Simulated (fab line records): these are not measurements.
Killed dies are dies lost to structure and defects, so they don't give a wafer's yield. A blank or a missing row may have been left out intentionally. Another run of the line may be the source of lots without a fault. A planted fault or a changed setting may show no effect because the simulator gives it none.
Lot-split experiment :: flow n5 finfet :: 39 wafers read from 7 lots, route of 1938 steps

## ABOUT THE SPLIT
At N5_HKMG_FIN_ETCH_35 (etches SOC in N2/H2, target depth 215.8 nm, time 243.4 s), the setting time s was moved away from the recipe's 243.4 s on 15 of the 39 wafers read, by -11.3% to +13.9%. The other wafers ran this setting at the recipe's value.

Reading taken at the split's own step.

## THE READING
HKMG_FIN.feature depth nm (the simulator's own value, which no gauge read), in nm, at N5_HKMG_FIN_ETCH_35 (etches SOC in N2/H2, target depth 215.8 nm, time 243.4 s). The file does not state a usual value for it. Across the 24 wafers here that went through the recipe, the average is 216.6 nm and the standard deviation 5.3 nm.

wafer: L076.1
tool, chamber at the split: rie diel-03, 3
time s as run, s: 243.4
against the recipe: recipe
HKMG_FIN.feature depth nm, nm: 211.2
against lot-mates on the recipe: -

wafer: L076.2
tool, chamber at the split: rie diel-03, 2
time s as run, s: 216
against the recipe: -11.3%
HKMG_FIN.feature depth nm, nm: 194
against lot-mates on the recipe: -19.2

wafer: L076.3
tool, chamber at the split: rie diel-03, 1
time s as run, s: 243.4
against the recipe: recipe
HKMG_FIN.feature depth nm, nm: 213.4
against lot-mates on the recipe: -

wafer: L076.4
tool, chamber at the split: rie diel-03, 0
time s as run, s: 216
against the recipe: -11.3%
HKMG_FIN.feature depth nm, nm: 197.2
against lot-mates on the recipe: -16.0

wafer: L076.5
tool, chamber at the split: rie diel-03, 2
time s as run, s: 216
against the recipe: -11.3%
HKMG_FIN.feature depth nm, nm: 194.8
against lot-mates on the recipe: -18.4

wafer: L076.6
tool, chamber at the split: rie diel-03, 1
time s as run, s: 243.4
against the recipe: recipe
HKMG_FIN.feature depth nm, nm: 215
against lot-mates on the recipe: -

wafer: L077.1
tool, chamber at the split: rie diel-03, 3
time s as run, s: 243.4
against the recipe: recipe
HKMG_FIN.feature depth nm, nm: 213
against lot-mates on the recipe: -

wafer: L077.2
tool, chamber at the split: rie diel-03, 1
time s as run, s: 273.9
against the recipe: +12.5%
HKMG_FIN.feature depth nm, nm: 241.8
against lot-mates on the recipe: +23.1

wafer: L077.3
tool, chamber at the split: rie diel-03, 0
time s as run, s: 273.9
against the recipe: +12.5%
HKMG_FIN.feature depth nm, nm: 251.6
against lot-mates on the recipe: +32.9

wafer: L077.4
tool, chamber at the split: rie diel-03, 2
time s as run, s: 243.4
against the recipe: recipe
HKMG_FIN.feature depth nm, nm: 222
against lot-mates on the recipe: -

wafer: L077.5
tool, chamber at the split: rie diel-03, 2
time s as run, s: 243.4
against the recipe: recipe
HKMG_FIN.feature depth nm, nm: 221.2
against lot-mates on the recipe: -

wafer: L077.6
tool, chamber at the split: rie diel-03, 1
time s as run, s: 273.9
against the recipe: +12.5%
HKMG_FIN.feature depth nm, nm: 243.2
against lot-mates on the recipe: +24.5

wafer: L078.1
tool, chamber at the split: rie diel-04, 2
time s as run, s: 243.4
against the recipe: recipe
HKMG_FIN.feature depth nm, nm: 208.4
against lot-mates on the recipe: -

wafer: L078.5
tool, chamber at the split: rie diel-04, 2
time s as run, s: 243.4
against the recipe: recipe
HKMG_FIN.feature depth nm, nm: 208.4
against lot-mates on the recipe: -

wafer: L078.2
tool, chamber at the split: rie diel-04, 1
time s as run, s: 243.4
against the recipe: recipe
HKMG_FIN.feature depth nm, nm: 219.8
against lot-mates on the recipe: -

wafer: L078.3
tool, chamber at the split: rie diel-04, 3
time s as run, s: 243.4
against the recipe: recipe
HKMG_FIN.feature depth nm, nm: 217.4
against lot-mates on the recipe: -

wafer: L078.4
tool, chamber at the split: rie diel-04, 0
time s as run, s: 243.4
against the recipe: recipe
HKMG_FIN.feature depth nm, nm: 216.4
against lot-mates on the recipe: -

wafer: L078.6
tool, chamber at the split: rie diel-04, 3
time s as run, s: 243.4
against the recipe: recipe
HKMG_FIN.feature depth nm, nm: 216.6
against lot-mates on the recipe: -

wafer: L080.1
tool, chamber at the split: rie diel-02, 2
time s as run, s: 277.2
against the recipe: +13.9%
HKMG_FIN.feature depth nm, nm: 241.4
against lot-mates on the recipe: +20.9

wafer: L080.2
tool, chamber at the split: rie diel-02, 1
time s as run, s: 277.2
against the recipe: +13.9%
HKMG_FIN.feature depth nm, nm: 241.6
against lot-mates on the recipe: +21.1

wafer: L080.3
tool, chamber at the split: rie diel-02, 3
time s as run, s: 243.4
against the recipe: recipe
HKMG_FIN.feature depth nm, nm: 225.8
against lot-mates on the recipe: -

wafer: L080.4
tool, chamber at the split: rie diel-02, 0
time s as run, s: 277.2
against the recipe: +13.9%
HKMG_FIN.feature depth nm, nm: 237.8
against lot-mates on the recipe: +17.3

wafer: L080.5
tool, chamber at the split: rie diel-02, 2
time s as run, s: 243.4
against the recipe: recipe
HKMG_FIN.feature depth nm, nm: 211.8
against lot-mates on the recipe: -

wafer: L080.6
tool, chamber at the split: rie diel-02, 3
time s as run, s: 243.4
against the recipe: recipe
HKMG_FIN.feature depth nm, nm: 224
against lot-mates on the recipe: -

wafer: L085.1
tool, chamber at the split: rie diel-03, 1
time s as run, s: 243.4
against the recipe: recipe
HKMG_FIN.feature depth nm, nm: 212
against lot-mates on the recipe: -

wafer: L085.2
tool, chamber at the split: rie diel-03, 3
time s as run, s: 243.4
against the recipe: recipe
HKMG_FIN.feature depth nm, nm: 212.4
against lot-mates on the recipe: -

wafer: L085.3
tool, chamber at the split: rie diel-03, 2
time s as run, s: 218.7
against the recipe: -10.1%
HKMG_FIN.feature depth nm, nm: 195.4
against lot-mates on the recipe: -19.9

wafer: L085.4
tool, chamber at the split: rie diel-03, 0
time s as run, s: 243.4
against the recipe: recipe
HKMG_FIN.feature depth nm, nm: 221.4
against lot-mates on the recipe: -

wafer: L085.5
tool, chamber at the split: rie diel-03, 0
time s as run, s: 218.7
against the recipe: -10.1%
HKMG_FIN.feature depth nm, nm: 198.4
against lot-mates on the recipe: -16.9

wafer: L085.6
tool, chamber at the split: rie diel-03, 1
time s as run, s: 218.7
against the recipe: -10.1%
HKMG_FIN.feature depth nm, nm: 188.8
against lot-mates on the recipe: -26.5

wafer: L087.1
tool, chamber at the split: rie diel-03, 0
time s as run, s: 243.4
against the recipe: recipe
HKMG_FIN.feature depth nm, nm: 223.6
against lot-mates on the recipe: -

wafer: L087.2
tool, chamber at the split: rie diel-03, 2
time s as run, s: 243.4
against the recipe: recipe
HKMG_FIN.feature depth nm, nm: 217.8
against lot-mates on the recipe: -

wafer: L087.6
tool, chamber at the split: rie diel-03, 2
time s as run, s: 243.4
against the recipe: recipe
HKMG_FIN.feature depth nm, nm: 218.4
against lot-mates on the recipe: -

wafer: L092.1
tool, chamber at the split: rie diel-02, 2
time s as run, s: 265.5
against the recipe: +9.1%
HKMG_FIN.feature depth nm, nm: 230.8
against lot-mates on the recipe: +14.5

wafer: L092.2
tool, chamber at the split: rie diel-02, 1
time s as run, s: 243.4
against the recipe: recipe
HKMG_FIN.feature depth nm, nm: 210.8
against lot-mates on the recipe: -

wafer: L092.3
tool, chamber at the split: rie diel-02, 3
time s as run, s: 265.5
against the recipe: +9.1%
HKMG_FIN.feature depth nm, nm: 246.8
against lot-mates on the recipe: +30.5

wafer: L092.4
tool, chamber at the split: rie diel-02, 0
time s as run, s: 265.5
against the recipe: +9.1%
HKMG_FIN.feature depth nm, nm: 229.8
against lot-mates on the recipe: +13.5

wafer: L092.5
tool, chamber at the split: rie diel-02, 3
time s as run, s: 243.4
against the recipe: recipe
HKMG_FIN.feature depth nm, nm: 226
against lot-mates on the recipe: -

wafer: L092.6
tool, chamber at the split: rie diel-02, 2
time s as run, s: 243.4
against the recipe: recipe
HKMG_FIN.feature depth nm, nm: 212.2
against lot-mates on the recipe: -

THE FIT
A straight line over all 39 wafers: HKMG_FIN.feature depth nm changes by +2.01 nm for each +1% of time s; r = +0.94; the points scatter about the line by 5.4 nm.
The same after taking each lot's own level away (the mean of its wafers on the recipe; 39 wafers): +1.81 nm for each +1%; r = +0.93; scatter 5.2 nm.
Per that fit: largest time s move, reading shift of 25 nm.
The lots' own levels span 213.20 to 220.53 nm, that is 1.4 times the standard deviation above.
So the lot-to-lot level changes the slope: the two fits differ.
Check: with one of the wafers moved furthest among these (+13.9%) left out of the fit, the line predicts +25.8 nm for it against its lot-mates. It came out at +20.9 nm against them.

## THESE WAFERS: OTHER SPLITS
Other splits were also applied to these wafers ahead of the reading. Each is held against what the fit with the lots' levels taken away leaves over:
other split on the same wafers: N5_HKMG_FIN_ETCH_54 bias w
wafers away from the commonest value: 18
r with HKMG_FIN.feature depth nm (lot level and that fit taken away): -0.09

other split on the same wafers: N5_HKMG_FIN_ETCH_55 bias w
wafers away from the commonest value: 9
r with HKMG_FIN.feature depth nm (lot level and that fit taken away): +0.05

## THE WHOLE CHAIN: every reading that the file lists as answering this split, in the file's order
step: N5_HKMG_FIN_ETCH_35
what it does: etches SOC in N2/H2, target depth 215.8 nm, time 243.4 s
reading: etch.depth nm (the simulator's own value, which no gauge read)
change (the file's fit): +1.81 nm for each +1% of the setting
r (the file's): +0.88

step: N5_HKMG_FIN_ETCH_35
what it does: etches SOC in N2/H2, target depth 215.8 nm, time 243.4 s
reading: SOC_of_HKMG_FIN_COAT_29.thk nm (the simulator's own value, which no gauge read)
change (the file's fit): -1.8 nm for each +1% of the setting
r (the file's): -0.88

step: N5_HKMG_FIN_ETCH_35
what it does: etches SOC in N2/H2, target depth 215.8 nm, time 243.4 s
reading: HKMG_FIN.feature depth nm (the simulator's own value, which no gauge read)
change (the file's fit): +1.81 nm for each +1% of the setting
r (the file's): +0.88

## FILE'S OWN FIT
HKMG_FIN.feature depth nm changes by +1.81 nm for each +1% of time s, r = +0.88.
